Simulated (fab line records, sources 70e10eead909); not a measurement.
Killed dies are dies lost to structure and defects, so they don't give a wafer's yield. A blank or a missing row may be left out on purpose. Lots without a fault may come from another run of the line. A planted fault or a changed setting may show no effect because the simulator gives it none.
fab line records | flow nand_harc
record lots=6 wafers=18 last_day=33
route steps=1302 shown P_GATE@127 END@1302
lots that met no fault: from a run of the same line without faults
start_h: hours from the record's first day to the start of the lot's first wafer shown | wait_h: hours since the lot's step before | " the same as in the row above | L1.1+2: a row that stands for several wafers | - no value, or no start given | * or withheld: withheld | < > ~ a bound
route shown NAME@n: a module of which the file shows steps, and the number in the route of the first | usual: mean/standard deviation of fault-free wafers | same: alike in all rows | chamber/n: place in a boat | sites: the reading at each site | _std_site: their standard deviation | _edge_site: outer sites' mean less inner sites' | radius_mm: how far each site lies from the wafer's centre | mask NAME#n: copy n | behind: the tool/chamber that last shaped the wafer | hold: why the lot was held/for how many hours/how that ended | device: the transistor (n, p or np) that didn't switch | end of line: the same wafers' tests at the end of the route | a step without rows: its recipe alone | killed: dies lost to structure and defects at the first sort, not the wafer's yield | map: a wafer's dies, x killed, . not, _ none there
set.NAME: the setting as run; set.NAME@STEP: as run at that earlier step | model.NAME: the simulator's own value behind a step, which no gauge read
lots at some steps of the route; a table a step, a row a wafer
services: from which hour (start_h, from the record's first day; less than 0 if before it) a tool's chamber was out of use, for how many hours, and why
## steps
# step NHARC_P_GATE_PRECLEAN_71
# recipe time_s=* temp_c=50 bath_age_min=0 chemistry=SC1
# step NHARC_P_GATE_SRD_72
# step NHARC_P_GATE_OXIDE_16
# recipe target_thk_a=30 temp_c=875 ox_time_s=392 material=SiO2
# step NHARC_P_GATE_CVD_17
# recipe target_thk_a=1500 temp_c=620 time_s=900 material=poly-Si
# step NHARC_P_GATE_HM_DEP_102
# recipe target_thk_a=1200 temp_c=400 material=aC
# usual throttle_valve_pct=35.000/0.0099
# columns lot.wafer tool chamber start_h wait_h throttle_valve_pct
L528.2 acl_dep-01 0 167.55 2.4 34.999
L528.4 " 0 " " 34.986
L528.6 " 0 " " 34.992
L529.1 acl_dep-03 0 178.81 0.4 34.983
L529.2 " 0 " " 35.004
L529.3 " 0 " " 34.994
L534.1 acl_dep-02 0 226.72 0.4 34.999
L534.5 " 0 " " 34.994
L534.6 " 0 " " 35.017
L535.1 acl_dep-03 0 241.61 1.6 35.009
L535.3 " 0 " " 35.000
L535.6 " 0 " " 34.990
L537.4 acl_dep-01 0 258.51 2.1 35.010
L537.5 " 0 " " 35.006
L537.6 " 0 " " 35.007
L541.1 acl_dep-01 0 297.41 4.1 35.004
L541.3 " 0 " " 34.988
L541.6 " 0 " " 35.016
# step NHARC_P_GATE_DEP_103
# recipe target_thk_a=300 target_thk_nm=30 temp_c=400 flow_sccm=200 rf_w=350 material=SiON
# usual heater_power_w=757/120
# columns lot.wafer tool chamber start_h wait_h heater_power_w
L528.2 pecvd-02 2 168.10 0.4 764
L528.6 " 0 " " 733
L528.4 " 1 " " 656
L529.3 pecvd-03 0 179.46 0.3 914
L529.2 " 1 " " 752
L529.1 " 2 " " 798
L534.1 pecvd-02 0 227.44 0.6 799
L534.5 " 2 " " 926
L534.6 " 0 " " 811
L535.3 pecvd-04 2 242.28 0.3 615
L535.1 " 0 " " 711
L535.6 " 1 " " 598
L537.6 pecvd-02 1 258.94 0.1 666
L537.5 " 2 " " 811
L537.4 " 0 " " 730
L541.3 pecvd-02 0 298.08 0.3 765
L541.1 " 2 " " 864
L541.6 " 1 " " 669
# step NHARC_P_GATE_DEHYDRATE_18
# recipe temp_c=150 time_s=120
# step NHARC_P_GATE_HMDS_19
# recipe time_s=30
# step NHARC_P_GATE_COAT_20
# recipe spin_rpm=1500 resist_thk_nm=90
# step NHARC_P_GATE_SOFTBAKE_21
# recipe temp_c=105 time_s=55
# step NHARC_P_GATE_EBR_22
# step NHARC_P_GATE_EXPOSE_23
# recipe na=1.35 target_cd_nm=120 dose_mj=93.91 mask_id=P_GATE
# step NHARC_P_GATE_PEB_24
# recipe peb_temp_c=100 peb_time_s=65
# usual heater_power_total_W=156.6/0.43 plate_temp_C=99.99/0.12
# columns lot.wafer tool chamber start_h wait_h heater_power_total_W plate_temp_C
L528.2 litho_track-04 0 168.70 0.1 155.9 100.14
L528.4 " 0 " " 157.1 99.98
L528.6 " 0 " " 156.0 100.21
L529.1 litho_track-04 0 179.94 0.1 157.0 100.11
L529.2 " 0 " " 157.0 100.02
L529.3 " 0 " " 157.0 99.81
L534.1 litho_track-01 0 227.98 0.1 156.9 99.95
L534.5 " 0 " " 157.2 99.84
L534.6 " 0 " " 157.0 99.91
L535.1 litho_track-04 0 242.88 0.1 148.0 95.74
L535.3 " 0 " " 147.0 95.72
L535.6 " 0 " " 147.0 95.69
L537.4 litho_track-04 0 259.45 0.0 147.1 95.90
L537.5 " 0 " " 147.9 95.86
L537.6 " 0 " " 148.3 95.91
L541.1 litho_track-06 0 298.68 0.1 156.5 100.01
L541.3 " 0 " " 157.2 100.09
L541.6 " 0 " " 156.6 100.19
# step NHARC_P_GATE_DEVELOP_25
# recipe develop_time_s=35 dev_temp_c=23
# step NHARC_P_GATE_CD_MEAS_26
# recipe target_cd_nm=120 landing_energy_ev=500
# usual cd_nm=120.1/0.58
# columns lot.wafer tool chamber start_h wait_h cd_nm
L528.2 cd_sem-03 0 168.78 - 120.3
L528.4 " 0 " " 119.9
L528.6 " 0 " " 120.2
L529.1 cd_sem-01 0 180.02 - 120.7
L529.2 " 0 " " 120.2
L529.3 " 0 " " 120.2
L534.1 cd_sem-02 0 228.06 - 119.8
L534.5 " 0 " " 119.9
L534.6 " 0 " " 120.0
L535.1 cd_sem-03 0 242.96 - 137.2
L535.3 " 0 " " 136.6
L535.6 " 0 " " 137.3
L537.4 cd_sem-03 0 259.54 - 136.5
L537.5 " 0 " " 136.5
L537.6 " 0 " " 137.3
L541.1 cd_sem-01 0 298.76 - 118.9
L541.3 " 0 " " 119.3
L541.6 " 0 " " 119.0
# step NHARC_P_GATE_OVL_MEAS_27
# usual overlay_x_nm=-0.1/0.84 overlay_y_nm=0.0/1
# columns lot.wafer tool chamber start_h wait_h overlay_x_nm overlay_y_nm
L528.2 overlay-01 - 168.87 - 0.2 0.4
L528.4 " - " " 0.3 0.8
L528.6 " - " " 0.1 0.0
L529.1 overlay-02 - 180.11 - -1.1 -0.4
L529.2 " - " " -0.9 0.2
L529.3 " - " " -0.9 0.4
L534.1 overlay-02 - 228.15 - -1.1 -1.6
L534.5 " - " " -1.3 -1.4
L534.6 " - " " -1.3 -1.5
L535.1 overlay-01 - 243.05 - -0.5 0.1
L535.3 " - " " 0.3 0.0
L535.6 " - " " 0.3 0.3
L537.4 overlay-01 - 259.62 - 0.0 -0.7
L537.5 " - " " 0.1 -0.9
L537.6 " - " " -0.1 -0.7
L541.1 overlay-01 - 298.85 - -0.6 1.1
L541.3 " - " " -1.2 0.5
L541.6 " - " " -0.9 0.7
# step NHARC_P_GATE_INSPECT_28
# usual raw_defect_count=7/3.6
# columns lot.wafer tool chamber start_h wait_h raw_defect_count
L528.2 defect_inspect-01 - 168.90 0.0 5
L528.4 " - " " 6
L528.6 " - " " 3
L529.1 defect_inspect-01 - 180.14 0.0 3
L529.2 " - " " 4
L529.3 " - " " 4
L534.1 defect_inspect-02 - 228.18 0.0 11
L534.5 " - " " 14
L534.6 " - " " 9
L535.1 defect_inspect-01 - 243.08 0.0 4
L535.3 " - " " 9
L535.6 " - " " 7
L537.4 defect_inspect-01 - 259.66 0.0 6
L537.5 " - " " 5
L537.6 " - " " 3
L541.1 defect_inspect-02 - 298.88 0.0 3
L541.3 " - " " 6
L541.6 " - " " 3
# step NHARC_P_GATE_DESCUM_31
# recipe time_s=3 o2_flow_sccm=200 ar_flow_sccm=0 bias_power_w=0 chemistry=O2
# usual drypump_motor_current_A=5.6/0.53 mfc_ar_sccm=0.015/0.014 oes_product_au=0.999/0.0068 rf_vpp_V=58.0/0.9 showerhead_plenum_p_Torr=1.95/0.065 throttle_valve_pct=11.311/0.0093
# columns lot.wafer tool chamber start_h wait_h drypump_motor_current_A mfc_ar_sccm oes_product_au rf_hours_counter_h rf_vpp_V showerhead_plenum_p_Torr throttle_valve_pct model.P_GATE.cd_nm
L528.2 rie_diel-02 1 168.97 0.1 5.1 0.023 0.992 6.4 57.2 2.03 11.309 120.1
L528.4 " 3 " " 6.3 0 1.005 3.9 58.0 2.06 11.320 120.2
L528.6 " 0 " " 5.8 0 1.012 - 60.2 1.92 11.308 120
L529.1 rie_diel-02 0 180.20 0.1 5.8 0 0.996 5.9 57.9 1.92 11.307 120.8
L529.3 " 2 " " 6.4 0.021 0.999 5.8 58.1 1.97 11.318 120.7
L529.2 " 3 " " 6.3 0 0.997 4.2 57.6 2.06 11.298 120.2
L534.1 rie_diel-04 0 228.25 0.1 4.9 0.036 0.997 2.9 58.8 1.87 11.306 119.8
L534.5 " 3 " " 5.9 0.035 1.006 - 58.9 2.01 11.299 120.1
L534.6 " 0 " " 4.9 0.036 0.992 - 56.9 1.87 11.310 119.9
L535.1 rie_diel-04 3 243.15 0.1 5.9 0.035 0.995 3.8 58.9 2.01 11.312 137.4
L535.3 " 1 " " 5.5 0.004 1.000 4.3 58.3 1.93 11.318 137.1
L535.6 " 2 " " 5.0 0 1.001 - 58.0 1.99 11.325 136.9
L537.4 rie_diel-04 0 259.73 0.1 5.0 0.036 0.995 4.1 57.9 1.87 11.311 136.7
L537.5 " 2 " " 5.0 0 1.007 - 58.3 1.99 11.323 136.9
L537.6 " 3 " " 5.9 0.035 1.001 - 57.9 2.01 11.306 137.5
L541.3 rie_diel-04 2 299.13 0.2 5.0 0 1.003 6.0 58.3 1.99 11.293 119.3
L541.1 " 3 " " 5.9 0.035 1.011 5.6 58.1 2.01 11.326 118.8
L541.6 " 0 " " 4.9 0.036 0.994 - 56.9 1.87 11.312 118.8
# step NHARC_P_GATE_ETCH_104
# recipe target_depth_a=600 time_s=withheld cf4_flow_sccm=100 chf3_flow_sccm=30 ar_flow_sccm=0 rf_w=500 bias_w=200 chemistry=CF4/CHF3
# usual drypump_motor_current_A=5.6/0.53 mfc_ar_sccm=0.014/0.014 oes_product_au=0.948/0.02 rf_vpp_V=371.6/1.8 showerhead_plenum_p_Torr=1.60/0.051 throttle_valve_pct=16.802/0.0096
# columns lot.wafer tool chamber start_h wait_h drypump_motor_current_A mfc_ar_sccm oes_product_au rf_vpp_V showerhead_plenum_p_Torr throttle_valve_pct
L528.4 rie_diel-02 3 169.05 0.1 6.3 0 0.973 375.0 1.68 16.802
L528.2 " 0 " " 5.8 0 0.951 371.3 1.58 16.800
L528.6 " 0 " " 5.8 0 0.954 370.8 1.58 16.795
L529.2 rie_diel-02 3 180.31 0.1 6.3 0 0.957 374.7 1.69 16.789
L529.1 " 0 " " 5.8 0 0.957 370.5 1.58 16.807
L529.3 " 2 " " 6.4 0.021 0.960 371.7 1.62 16.813
L534.1 rie_diel-04 3 228.34 0.1 5.9 0.035 0.932 372.7 1.65 16.798
L534.5 " 0 " " 4.9 0.036 0.928 370.9 1.54 16.806
L534.6 " 1 " " 5.5 0.004 0.925 370.5 1.59 16.823
L535.3 rie_diel-04 2 243.24 0.1 5.0 0 0.941 372.9 1.63 16.816
L535.1 " 3 " " 5.9 0.035 0.925 371.1 1.65 16.807
L535.6 " 1 " " 5.5 0.004 0.930 371.9 1.59 16.806
L537.4 rie_diel-04 1 259.80 0.1 5.5 0.004 0.973 371.5 1.59 16.792
L537.5 " 0 " " 4.9 0.036 0.961 369.9 1.54 16.797
L537.6 " 1 " " 5.5 0.004 0.964 370.9 1.59 16.801
L541.1 rie_diel-04 3 299.20 0.1 5.9 0.035 0.972 374.3 1.65 16.807
L541.3 " 0 " " 4.9 0.036 0.941 369.7 1.54 16.803
L541.6 " 2 " " 5.0 0 0.961 373.8 1.63 16.813
# step NHARC_P_GATE_HM_OPEN_105
# recipe target_depth_a=3600 o2_flow_sccm=400 cos_flow_sccm=20 ar_flow_sccm=0 rf_w=500 bias_w=300 chemistry=O2/COS
# usual drypump_motor_current_A=5.6/0.52 mfc_ar_sccm=0.015/0.014 oes_product_au=1.001/0.0071 rf_vpp_V=468.4/2.4 showerhead_plenum_p_Torr=3.18/0.1 throttle_valve_pct=28.331/0.0093
# columns lot.wafer tool chamber start_h wait_h drypump_motor_current_A mfc_ar_sccm oes_product_au rf_hours_counter_h rf_vpp_V showerhead_plenum_p_Torr throttle_valve_pct
L528.2 rie_diel-02 2 - - 6.4 0.021 1.000 5.4 468.0 3.21 28.332
L528.4 " 1 " " 5.1 0.023 1.005 6.4 469.7 3.30 28.335
L528.6 " 3 " " 6.3 0 1.003 - 471.4 3.34 28.324
L529.2 rie_diel-02 3 - - 6.3 0 1.000 4.3 472.2 3.34 28.330
L529.3 " 0 " " 5.8 0 1.007 6.0 467.7 3.13 28.338
L529.1 " 2 " " 6.4 0.021 1.005 5.9 469.1 3.21 28.336
L534.1 rie_diel-04 1 - - 5.6 0.004 1.002 2.9 468.0 3.15 28.322
L534.5 " 3 " " 5.9 0.035 0.993 - 469.6 3.27 28.335
L534.6 " 0 " " 4.9 0.036 0.994 - 465.3 3.06 28.329
L535.3 rie_diel-04 2 - - 5.0 0 1.015 4.0 470.2 3.24 28.318
L535.1 " 1 " " 5.6 0.004 1.013 4.3 468.5 3.15 28.326
L535.6 " 3 " " 5.9 0.035 1.019 - 471.0 3.27 28.327
L537.4 rie_diel-04 0 - - 4.9 0.036 0.990 4.1 464.5 3.06 28.333
L537.5 " 0 " " 4.9 0.036 1.003 - 465.9 3.06 28.344
L537.6 " 1 " " 5.6 0.004 1.006 - 468.0 3.15 28.324
L541.3 rie_diel-04 3 - - 5.9 0.035 1.009 5.6 470.4 3.27 28.325
L541.1 " 0 " " 5.0 0.036 0.995 6.2 465.9 3.05 28.332
L541.6 " 2 " " 5.0 0 1.000 - 470.7 3.24 28.326
# step NHARC_P_GATE_STRIP_106
# recipe o2_flow_sccm=400 cos_flow_sccm=20 ar_flow_sccm=0 bias_w=0 chemistry=O2/COS
# step NHARC_P_GATE_ETCH_114
# recipe target_depth_a=300 overetch_a=30 time_s=16.5 ion_energy_ev=100 cf4_flow_sccm=80 o2_flow_sccm=20 ar_flow_sccm=0 rf_w=300 bias_w=100 chemistry=CF4/O2
# step NHARC_P_GATE_ETCH_32
# recipe target_depth_a=1500 over_etch_frac=1 over_etch_ion_energy_ev=40 time_s=100.1 hbr_flow_sccm=150 cl2_flow_sccm=50 rf_w=400 icp_w=400 bias_w=100 chemistry=HBr/Cl2
# usual drypump_motor_current_A=5.52/0.24 oes_product_au=0.999/0.0078 throttle_valve_pct=26.407/0.0092
# columns lot.wafer tool chamber start_h wait_h drypump_motor_current_A oes_product_au rf_hours_counter_h throttle_valve_pct model.P_GATE.cd_nm
L528.2 rie_si-05 2 169.43 - 5.82 1.013 0.1 26.414 120.7
L528.4 " 1 " " 5.78 1.021 0.1 26.408 123.2
L528.6 " 2 " " 5.84 1.009 - 26.410 119
L529.2 rie_si-02 0 180.73 - 5.38 0.992 0.4 26.397 119.4
L529.3 " 1 " " 5.58 1.002 0.5 26.401 117.4
L529.1 " 3 " " 6.00 0.998 0.5 26.400 121.6
L534.1 rie_si-02 3 228.75 - 5.97 1.004 0.7 26.401 122
L534.5 " 0 " " 5.40 0.994 - 26.420 122.8
L534.6 " 1 " " 5.54 1.003 - 26.416 120
L535.3 rie_si-06 3 243.62 - 5.21 1.000 0.9 26.419 139
L535.1 " 0 " " 5.51 0.997 1.1 26.398 136.7
L535.6 " 3 " " 5.19 0.995 - 26.418 137.6
L537.4 rie_si-06 2 260.64 - 5.36 0.998 0.0 26.418 138.9
L537.5 " 3 " " 5.21 1.000 - 26.395 137.5
L537.6 " 0 " " 5.51 0.989 - 26.406 136.6
L541.3 rie_si-06 3 299.58 - 5.23 0.996 0.2 26.412 121
L541.1 " 2 " " 5.35 1.003 0.2 26.417 119.9
L541.6 " 3 " " 5.24 0.998 - 26.399 121.1
# step NHARC_P_GATE_STRIP_108
# recipe o2_flow_sccm=500 ar_flow_sccm=0 bias_w=0 chemistry=O2
# usual drypump_motor_current_A=5.6/0.52 mfc_ar_sccm=0.015/0.015 oes_product_au=1.000/0.0072 rf_vpp_V=57.9/0.95 showerhead_plenum_p_Torr=3.61/0.11 throttle_valve_pct=17.036/0.0097
# columns lot.wafer tool chamber start_h wait_h drypump_motor_current_A mfc_ar_sccm oes_product_au rf_hours_counter_h rf_vpp_V showerhead_plenum_p_Torr throttle_valve_pct
L528.2 rie_diel-02 2 169.59 - 6.4 0.021 1.004 5.5 58.8 3.63 17.034
L528.4 " 0 " " 5.8 0 0.999 5.6 57.8 3.54 17.033
L528.6 " 2 " " 6.4 0.021 1.004 - 57.9 3.63 17.050
L529.1 rie_diel-02 2 180.90 - 6.4 0.021 0.991 5.9 58.0 3.63 17.036
L529.3 " 3 " " 6.2 0 1.000 4.3 58.8 3.77 17.028
L529.2 " 0 " " 5.8 0 0.992 6.0 58.4 3.54 17.038
L534.1 rie_diel-02 0 228.91 - 5.8 0 0.994 0.1 59.9 3.54 17.053
L534.5 " 1 " " 5.1 0.023 0.991 - 58.3 3.73 17.039
L534.6 " 0 " " 5.8 0 0.995 - 56.7 3.54 17.030
L535.3 rie_diel-02 0 243.77 - 5.8 0 1.005 1.5 58.6 3.54 17.032
L535.1 " 1 " " 5.1 0.023 0.987 1.5 59.2 3.72 17.037
L535.6 " 3 " " 6.3 0 1.000 - 58.0 3.77 17.039
L537.4 rie_diel-04 3 260.77 - 5.9 0.035 1.006 4.0 59.1 3.70 17.038
L537.6 " 3 " " 5.9 0.035 1.003 - 59.1 3.70 17.027
L537.5 " 0 " " 4.9 0.036 0.999 - 56.4 3.45 17.021
L541.3 rie_diel-04 0 299.75 - 4.9 0.036 0.995 6.2 57.4 3.45 17.031
L541.1 " 1 " " 5.5 0.004 1.003 6.9 58.1 3.56 17.028
L541.6 " 0 " " 4.9 0.036 1.006 - 57.7 3.45 17.035
# step NHARC_END_SORT_01
# recipe temp_c=25
# usual killed_at_array=59/17 killed_at_other=0.7/0.9 killed_at_periphery=3.6/2.3 killed_dies=63/18 killed_open=3.4/1.9 killed_short=2.6/1.7
# same gross_dies=677
# columns lot.wafer tool chamber start_h wait_h killed_at_array killed_at_other killed_at_periphery killed_dies killed_open killed_short
L528.2 prober-02 0 630.84 2.8 74 1 6 81 2 0
L528.4 prober-02 0 632.46 3.4 82 0 2 84 3 2
L528.6 prober-02 0 634.08 4.0 68 0 5 73 3 3
L529.1 prober-01 0 658.06 2.5 91 0 3 94 7 2
L529.2 prober-01 0 658.87 2.8 102 1 10 113 2 3
L529.3 prober-01 0 659.67 3.1 97 2 6 105 4 1
L535.1 prober-02 0 704.52 2.5 85 1 74 160 6 2
L535.3 prober-02 0 706.12 3.1 73 2 93 168 2 5
L535.6 prober-02 0 708.51 4.0 67 1 76 144 4 2
L537.4 prober-01 0 746.79 3.4 47 0 89 136 2 2
L537.5 prober-01 0 747.60 3.7 45 1 66 112 2 4
L537.6 prober-01 0 748.41 4.0 56 0 78 134 4 2
L541.1 prober-02 0 783.45 2.5 41 0 1 42 4 5
L541.3 prober-02 0 785.03 3.1 28 2 2 32 3 1
L541.6 prober-02 0 787.40 3.9 41 0 1 42 2 3
# killed by level:class
L528.2 A_CHANNEL_HOLE_D2:chamber_film_flake=37 A_CHANNEL_HOLE_D1:chamber_film_flake=30 A_STAIRCASE:chamber_film_flake=3 P_M0:geometric_particle:open=2 P_GATE:chamber_film_flake=2 P_BONDPAD:chamber_film_flake=2 A_ZERO_WELL:chamber_film_flake=1 A_CHANNEL_FILL_D1:chamber_film_flake=1
L528.4 A_CHANNEL_HOLE_D1:chamber_film_flake=38 A_CHANNEL_HOLE_D2:chamber_film_flake=35 A_WL_FILL:geometric_particle:open=2 A_STAIRCASE:chamber_film_flake=2 P_CONTACT:geometric_particle:short=1 A_DECK1_JOINT:geometric_particle:open=1 A_CHANNEL_FILL_D2:geometric_particle:short=1 P_BONDPAD:chamber_film_flake=1
L528.6 A_CHANNEL_HOLE_D2:chamber_film_flake=36 A_CHANNEL_HOLE_D1:chamber_film_flake=19 A_CONTACT:chamber_film_flake=4 P_BONDPAD:chamber_film_flake=2 A_ZERO_WELL:chamber_film_flake=2 A_STAIRCASE:chamber_film_flake=2 P_STI:geometric_particle:short=1 P_STI:geometric_particle:open=1
L529.1 A_CHANNEL_HOLE_D1:chamber_film_flake=30 A_SLIT:chamber_film_flake=25 A_CHANNEL_HOLE_D2:chamber_film_flake=16 A_STAIRCASE:chamber_film_flake=5 A_ONON_D2:geometric_particle:open=3 A_CONTACT:chamber_film_flake=3 P_CONTACT:chamber_film_flake=2 A_ONON_D1:geometric_particle:open=1
L529.2 A_CHANNEL_HOLE_D1:chamber_film_flake=34 A_SLIT:chamber_film_flake=34 A_CHANNEL_HOLE_D2:chamber_film_flake=18 P_CONTACT:chamber_film_flake=10 A_M1:chamber_film_flake=4 A_STAIRCASE:chamber_film_flake=3 A_CONTACT:chamber_film_flake=3 A_ONON_D1:geometric_particle:short=1
L529.3 A_CHANNEL_HOLE_D1:chamber_film_flake=38 A_SLIT:chamber_film_flake=33 A_CHANNEL_HOLE_D2:chamber_film_flake=13 P_CONTACT:chamber_film_flake=6 A_STAIRCASE:chamber_film_flake=3 A_M1:chamber_film_flake=3 A_WL_FILL:geometric_particle:open=2 A_CONTACT:chamber_film_flake=2
L535.1 P_GATE:area_peb=71 A_CHANNEL_HOLE_D1:chamber_film_flake=36 A_SLIT:chamber_film_flake=34 A_CONTACT:chamber_film_flake=2 A_BLC:chamber_film_flake=2 P_M1:geometric_particle:open=1 A_ONON_D1:geometric_particle:open=1 A_DECK1_JOINT:geometric_particle:open=1
L535.3 P_GATE:area_peb=89 A_CHANNEL_HOLE_D1:chamber_film_flake=40 A_SLIT:chamber_film_flake=24 A_CHANNEL_FILL_D2:geometric_particle:short=3 P_CONTACT:chamber_film_flake=3 A_CHANNEL_FILL_D2:chamber_film_flake=3 P_M1:geometric_particle:open=1 A_CHANNEL_FILL_D1:geometric_particle:short=1
L535.6 P_GATE:area_peb=74 A_CHANNEL_HOLE_D1:chamber_film_flake=33 A_SLIT:chamber_film_flake=24 A_CHANNEL_FILL_D2:chamber_film_flake=3 A_CHANNEL_FILL_D1:geometric_particle:short=1 A_CHANNEL_FILL_D1:geometric_particle:open=1 A_DECK1_JOINT:geometric_particle:open=1 A_CHANNEL_FILL_D2:geometric_particle:open=1
L537.4 P_GATE:area_peb=83 A_CHANNEL_HOLE_D2:chamber_film_flake=25 A_CHANNEL_HOLE_D1:chamber_film_flake=10 P_CONTACT:chamber_film_flake=4 A_CONTACT:chamber_film_flake=3 A_M1:chamber_film_flake=2 P_GATE:geometric_particle:open=1 A_DECK1_JOINT:geometric_particle:short=1
L537.5 P_GATE:area_peb=60 A_CHANNEL_HOLE_D2:chamber_film_flake=20 A_SGD_CUT:chamber_film_flake=4 A_CONTACT:chamber_film_flake=4 P_GATE:chamber_film_flake=3 A_CHANNEL_HOLE_D1:chamber_film_flake=3 A_SLIT:chamber_film_flake=3 P_CONTACT:chamber_film_flake=2
L537.6 P_GATE:area_peb=73 A_CHANNEL_HOLE_D2:chamber_film_flake=22 A_CHANNEL_HOLE_D1:chamber_film_flake=15 P_CONTACT:chamber_film_flake=5 A_SLIT:chamber_film_flake=5 A_SGD_CUT:chamber_film_flake=3 A_CHANNEL_FILL_D2:chamber_film_flake=2 A_CONTACT:chamber_film_flake=2
L541.1 A_CHANNEL_HOLE_D1:chamber_film_flake=15 A_SLIT:chamber_film_flake=9 A_STAIRCASE:chamber_film_flake=3 A_ONON_D1:geometric_particle:open=2 A_CHANNEL_FILL_D1:chamber_film_flake=2 P_CONTACT:geometric_particle:open=1 A_ONON_D1:geometric_particle:short=1 A_ONON_D2:geometric_particle:short=1
L541.3 A_CHANNEL_HOLE_D1:chamber_film_flake=12 A_SLIT:chamber_film_flake=5 A_STAIRCASE:chamber_film_flake=3 A_CHANNEL_FILL_D1:chamber_film_flake=2 A_CHANNEL_HOLE_D2:chamber_film_flake=2 P_CONTACT:geometric_particle:open=1 A_CHANNEL_FILL_D1:geometric_particle:open=1 A_CHANNEL_HOLE_D2:geometric_particle:short=1
L541.6 A_CHANNEL_HOLE_D1:chamber_film_flake=16 A_SLIT:chamber_film_flake=7 A_STAIRCASE:chamber_film_flake=5 A_CHANNEL_FILL_D1:chamber_film_flake=4 A_CHANNEL_FILL_D1:geometric_particle:short=2 A_DECK1_JOINT:geometric_particle:open=2 A_CHANNEL_HOLE_D2:chamber_film_flake=2 A_CONTACT:chamber_film_flake=2
# map L535.3 (x killed, . not)
____________.____________
_________..xx..._________
_______x..xxx.xx.x_______
______..xx..x.x....______
_____.....x.xxx.x..._____
____..x...xx...x..x..____
____...x....x......xx____
___....x..x..xx..xx.x.___
___...x......x.x..xxxx___
__...........x..x..xxxx__
__xx....x.x.x.x...xxxxx__
_......x.....x.....x.x.._
_.....xx...x........x..._
_.x.....x.x.x.......xx.._
_x....x..xx.......x.x.x._
_.............x.x..x...._
.......x...xxx.x.x.......
......xx....x...x...x..x.
......x......x....x......
...x..xxx.x..............
.....x..xx...x........x..
_...x.x.x....x.x........_
_......x.x.x............_
_.....x.xx......x.xx...._
_......x.x.xxx.x.......x_
_....xx..x.............._
__...xxxxx.........x...__
__..x.xx.x....x........__
___...xxxxx...........___
___...xxxxxx.x........___
____..xxxxx..........____
____..xxxxx..........____
_____...xx.........._____
______.xx..........______
_______..........._______
_________......._________
____________.____________
# map L537.4 (x killed, . not)
____________.____________
_________.x.x..._________
_______.xxxx.x...._______
______.....x..x.x..______
_____........x......_____
____...x.....x.x.....____
____..x.x..x........x____
___..xx.....xx..x.....___
___..x.........xx..xxx___
__.....xxxxx...........__
__...x......xx.xx..xxx.__
_..xxx.x.xxx......x....._
_x.....xxxxx.....x.x...._
_..xx..x..x..x.....x...x_
_....x....x....x..x....._
_..x....x..x...x.xx..x.._
..x...x.xx........xx.....
.x...x....x.x............
............xx....x......
.......x.........x.......
..........xxx......x.....
_..x...................._
_..........xx..........._
_...x....x...x.........._
_.....x.......x........._
_..xxxxxxxx............._
__..xxxx.x.........x...__
__....x..x.............__
___..xxx.........x....___
___..xxxxx............___
____.x..x............____
____.xxx.............____
_____.x.x..........._____
______.x...........______
_______..........._______
_________......._________
____________.____________
## services
# columns tool chamber start_h hours kind
rie_diel-04 0 150.28 12.6 repair
rie_diel-02 1 152.09 4.5 repair
rie_si-05 1 153.57 2.6 repair
litho_track-01 - 155.00 7.0 pm
rie_si-06 - 173.62 0.6 repair
rie_diel-02 1 176.49 7.0 repair
rie_diel-04 - 177.90 9.0 pm
litho_track-06 - 179.00 7.0 pm
pecvd-03 - 185.29 13.0 pm
acl_dep-01 - 186.92 13.0 pm
rie_si-02 - 192.44 0.1 repair
rie_diel-02 0 197.40 27.1 repair
litho_track-04 - 203.00 7.0 pm
rie_si-02 0 205.79 1.8 repair
rie_diel-02 - 216.80 9.0 pm
pecvd-02 - 228.48 13.0 pm
rie_si-06 2 231.70 4.4 repair
rie_diel-04 2 236.62 2.5 repair
rie_diel-04 0 243.84 4.1 repair
rie_si-06 - 249.00 9.0 pm
rie_diel-04 2 249.23 6.3 repair
rie_diel-02 0 253.71 6.0 repair
rie_si-06 1 275.92 4.4 repair
rie_si-02 - 277.00 9.0 pm
## key
first_sign step=NHARC_P_GATE_PEB_24 reading=plate_temp_C direction=down sigmas=34 usual=* struck=*
effect step=NHARC_P_GATE_PEB_24 reading=heater_power_total_W direction=down sigmas=21 usual=* struck=*
effect step=NHARC_P_GATE_CD_MEAS_26 reading=cd_nm direction=up sigmas=29 usual=120.1 struck=136.9
effect step=NHARC_END_SORT_01 reading=killed_at_periphery direction=up sigmas=33 usual=3.6 struck=79.3
model_effect step=NHARC_P_GATE_DESCUM_31 value=P_GATE.cd_nm without=120.8 struck=137.1
model_effect step=NHARC_P_GATE_ETCH_32 value=P_GATE.cd_nm without=121.5 struck=137.7
more_kills_born_at NHARC_P_GATE_PEB_24@litho_track-04=450
met_at NHARC_P_GATE_PEB_24
struck_wafers L535.1,L535.3,L535.6,L537.4,L537.5,L537.6
tester_left_out L535,L537
onset_between 179.94 242.88
fault kind=process_parameter_drift tool=litho_track-04 chamber=- onset_h=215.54 steps=NHARC_P_GATE_PEB_24 channel=peb_temp_c offset=* shape=step end_h=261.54 acts_in=* stated=*
# tester_left_out: of these lots the tester's yield and bins aren't shown, on N5 and GAA mostly nor the transistor test; their killed dies are dies lost to structure and defects alone, not to doping, threshold or leakage, so they don't give the yield
